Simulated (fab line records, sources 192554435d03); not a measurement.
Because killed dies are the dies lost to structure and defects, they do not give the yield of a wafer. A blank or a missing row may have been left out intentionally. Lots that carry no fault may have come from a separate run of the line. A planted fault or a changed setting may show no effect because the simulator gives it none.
Matching of chambers + flow n5-finfet + N5_MOL_CONTACT_COAG_ALD_20 on ald-metal-03 has 4 sister chambers
The step deposits TiN, target thk 1.5 nm, pulse time 1 s, purge time 3 s. 4 wafers are shown with their chamber, then 11 later ones without.

WAFERS, EACH WITH ITS CHAMBER
| wafer  | chamber | heater-power-w (W) |
|--------|---------|--------------------|
| L087.4 | 0       | 711                |
| L091.3 | 1       | 848                |
| L091.5 | 2       | 879                |
| L092.1 | 3       | 859                |

WAFERS MISSING THEIR CHAMBER
| wafer  | heater-power-w (W) |
|--------|--------------------|
| L092.2 | 702                |
| L092.5 | 833                |
| L093.3 | 870                |
| L093.4 | 820                |
| L093.6 | 725                |
| L094.1 | 899                |
| L094.4 | 852                |
| L094.5 | 835                |
| L096.3 | 883                |
| L096.5 | 877                |
| L096.6 | 860                |

THE CHAMBER EACH PASSED THROUGH
| wafer  | from the rows above          | in truth |
|--------|------------------------------|----------|
| L092.2 | 0                            | 0        |
| L092.5 | can't be placed: 1 or 3      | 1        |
| L093.3 | can't be placed: 2 or 3 or 1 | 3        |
| L093.4 | can't be placed: 1 or 3      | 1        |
| L093.6 | 0                            | 0        |
| L094.1 | can't be placed: 2 or 3      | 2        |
| L094.4 | can't be placed: 1 or 3 or 2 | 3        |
| L094.5 | can't be placed: 1 or 3      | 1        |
| L096.3 | can't be placed: 2 or 3      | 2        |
| L096.5 | can't be placed: 2 or 3      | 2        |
| L096.6 | can't be placed: 3 or 1 or 2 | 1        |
Correct placement for 2 of the 11. Unplaceable from these rows: 9, with the true chamber sitting among the candidates in 9. Number placed wrongly: 0.
How it was worked out, from the rows above alone: a wafer's distance from a chamber is the root of the sum, over the readings, of the square of ((its reading less the chamber's mean) divided by the reading's scatter). If the next closest chamber is less than 2 further off than the closest, the wafer can't be placed; otherwise it belongs to the closest. For every chamber, the mean is computed from those of its wafers that are shown. The scatter (one wafer shown for each chamber): square how far every hidden wafer sits from the nearest shown wafer, average those squares and take the square root.
